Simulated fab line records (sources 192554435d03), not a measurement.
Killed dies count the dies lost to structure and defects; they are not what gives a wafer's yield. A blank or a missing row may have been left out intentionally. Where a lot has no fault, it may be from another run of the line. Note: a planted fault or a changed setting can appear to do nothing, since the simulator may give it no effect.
Matching of chambers -- flow n5-finfet -- rie-diel-02 running N5_BEOL_M13_ETCH_68: 4 sister chambers
The step etches SOC in N2/H2, time 355 s. 8 wafers are shown with their chamber, then 9 later ones without.

## WAFERS PAIRED WITH THEIR CHAMBERS
wafer,chamber,showerhead-plenum-p-Torr (Torr),throttle-valve-pct (%)
L075.5,0,2.47,17.82
L076.4,0,2.46,17.81
L077.1,1,2.66,17.54
L077.4,2,2.50,17.80
L077.5,2,2.50,17.80
L084.1,1,2.65,17.54
L084.4,3,2.39,17.92
L084.6,3,2.39,17.92

## WAFERS WHOSE CHAMBER IS MISSING
wafer,showerhead-plenum-p-Torr (Torr),throttle-valve-pct (%)
L087.1,2.65,17.57
L087.2,2.49,17.84
L087.4,2.49,17.84
L090.1,2.64,17.60
L090.3,2.70,17.51
L090.5,2.70,17.52
L095.2,2.48,17.55
L095.4,2.44,17.90
L095.5,2.44,17.89

## EACH ONE'S CHAMBER
wafer,from the rows above,in truth
L087.1,1,1
L087.2,0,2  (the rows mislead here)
L087.4,0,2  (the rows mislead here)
L090.1,1,1
L090.3,1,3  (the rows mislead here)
L090.5,1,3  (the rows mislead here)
L095.2,1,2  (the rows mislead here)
L095.4,3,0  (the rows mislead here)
L095.5,3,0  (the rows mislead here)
Placed correctly: 2 of 9. Can't be placed from these rows: 0. Number placed wrongly: 7.
How it was worked out, from the rows above alone: a wafer's distance from a chamber is the root of the sum, over the readings, of the square of ((its reading less the chamber's mean) divided by the reading's scatter). The wafer belongs to the nearest chamber; if the next one is less than 2 further off, it can't be placed. Each chamber's mean is taken over the wafers shown for it. The scatter is the square root of a quotient: the sum, over the shown wafers, of each reading's squared deviation from its chamber's mean, divided by wafers minus chambers.
